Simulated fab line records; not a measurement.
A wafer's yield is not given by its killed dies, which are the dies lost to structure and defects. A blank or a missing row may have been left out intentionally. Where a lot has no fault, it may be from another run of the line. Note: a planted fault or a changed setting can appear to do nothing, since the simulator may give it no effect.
Split-lot experiment | flow n5_finfet | on a route of 1938 steps: 7 lots, 21 wafers read

ABOUT THE SPLIT
At N5_BEOL_M1_ILD_DEP_00 (deposits SiOC from DEMS/O2, target thk 79 nm, time 15.3 s), the setting time_s was moved away from the recipe's 15.3 s on 8 of the 21 wafers read, by -10.0% to +14.8%. This setting was run at the recipe's value on the other wafers.

Split to reading: the file shows no intervening step.

THE READING
M1_ILD_THK in nanometres, read at N5_BEOL_M1_THK_MEAS_01. On this fab line, fault-free wafers typically give 78.8 nm with a standard deviation of 0.89 nm.

wafer  | tool, chamber at the split | time_s as run, s | against the recipe | M1_ILD_THK, nm | against lot-mates on the recipe
L079.3 | pecvd-03, 1                | 15.3             | recipe             | 78.7           | -
L079.5 | pecvd-03, 0                | 15.3             | recipe             | 79.3           | -
L079.6 | pecvd-03, 2                | 15.3             | recipe             | 77.9           | -
L084.1 | pecvd-03, 1                | 15.3             | recipe             | 77.9           | -
L084.2 | pecvd-03, 2                | 13.77            | -10.0%             | 70.0           | -8.2
L084.6 | pecvd-03, 2                | 15.3             | recipe             | 78.4           | -
L085.2 | pecvd-01, 1                | 14.53            | -5.0%              | 74.1           | -5.7
L085.5 | pecvd-01, 1                | 15.3             | recipe             | 79.8           | -
L085.6 | pecvd-01, 2                | 14.53            | -5.0%              | 75.5           | -4.3
L091.1 | pecvd-03, 0                | 13.81            | -9.7%              | 70.9           | -9.2
L091.4 | pecvd-03, 0                | 13.81            | -9.7%              | 71.8           | -8.3
L091.5 | pecvd-03, 1                | 15.3             | recipe             | 80.1           | -
L092.3 | pecvd-02, 2                | 15.3             | recipe             | 78.9           | -
L092.4 | pecvd-02, 2                | 17.38            | +13.6%             | 90.5           | +11.6
L092.5 | pecvd-02, 1                | 17.38            | +13.6%             | 89.7           | +10.8
L096.2 | pecvd-02, 2                | 15.3             | recipe             | 78.1           | -
L096.3 | pecvd-02, 1                | 15.3             | recipe             | 78.9           | -
L096.4 | pecvd-02, 0                | 15.3             | recipe             | 78.5           | -
L097.1 | pecvd-03, 0                | 17.57            | +14.8%             | 89.3           | +10.5
L097.2 | pecvd-03, 1                | 15.3             | recipe             | 77.8           | -
L097.4 | pecvd-03, 2                | 15.3             | recipe             | 79.7           | -

FIT RESULTS
A straight line over all 21 wafers: M1_ILD_THK changes by +0.792 nm for each +1% of time_s; r = +0.99; the points scatter about the line by 0.79 nm.
The same after taking each lot's own level away (the mean of its wafers on the recipe; 21 wafers): +0.821 nm for each +1%; r = +0.99; scatter 0.7 nm.
Per that fit: largest time_s move, reading shift of 12 nm.
Across the lots, their own levels run from 78.15 to 80.10 nm, a range of 2.2 times the standard deviation given above.
So the lot-to-lot level changes the slope little: the two slopes agree.
Check: with one of the wafers moved furthest among these (+14.8%) left out of the fit, the line predicts +12.5 nm for it against its lot-mates. It came out at +10.5 nm against them.

OTHER SPLITS APPLIED TO THESE WAFERS
These wafers also went through other splits before the reading. Each is held against what the fit with the lots' levels taken away leaves over:
other split on the same wafers         | wafers away from the commonest value | r with M1_ILD_THK (lot level and that fit taken away)
N5_MOL_CONTACT_COAG_VIA_ETCH_46 bias_w | 8                                    | -0.20
N5_BEOL_M0_SAQP_ILD_DEP_01 time_s      | 6                                    | +0.07
N5_BEOL_M0_SAQP_PECVD_96 time_s        | 8                                    | +0.04
N5_BEOL_M0_SAQP_ETCH_84 time_s         | 9                                    | -0.20
N5_BEOL_M0_SAQP_MANDREL_ETCH_20 bias_w | 9                                    | +0.23

THE WHOLE CHAIN: every reading that the file lists as answering this split, in the file's order
step                   | what it does                                              | reading                                                                            | change (the file's fit)               | r (the file's)
N5_BEOL_M1_ILD_DEP_00  | deposits SiOC from DEMS/O2, target thk 79 nm, time 15.3 s | SiOC_of_BEOL_M1_ILD_DEP_00.thk_nm (the simulator's own value, which no gauge read) | +0.803 nm for each +1% of the setting | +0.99
N5_BEOL_M1_THK_MEAS_01 |                                                           | M1_ILD_THK                                                                         | +0.802 for each +1% of the setting    | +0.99

FILE'S OWN FIT
M1_ILD_THK changes by +0.802 nm for each +1% of time_s, r = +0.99.
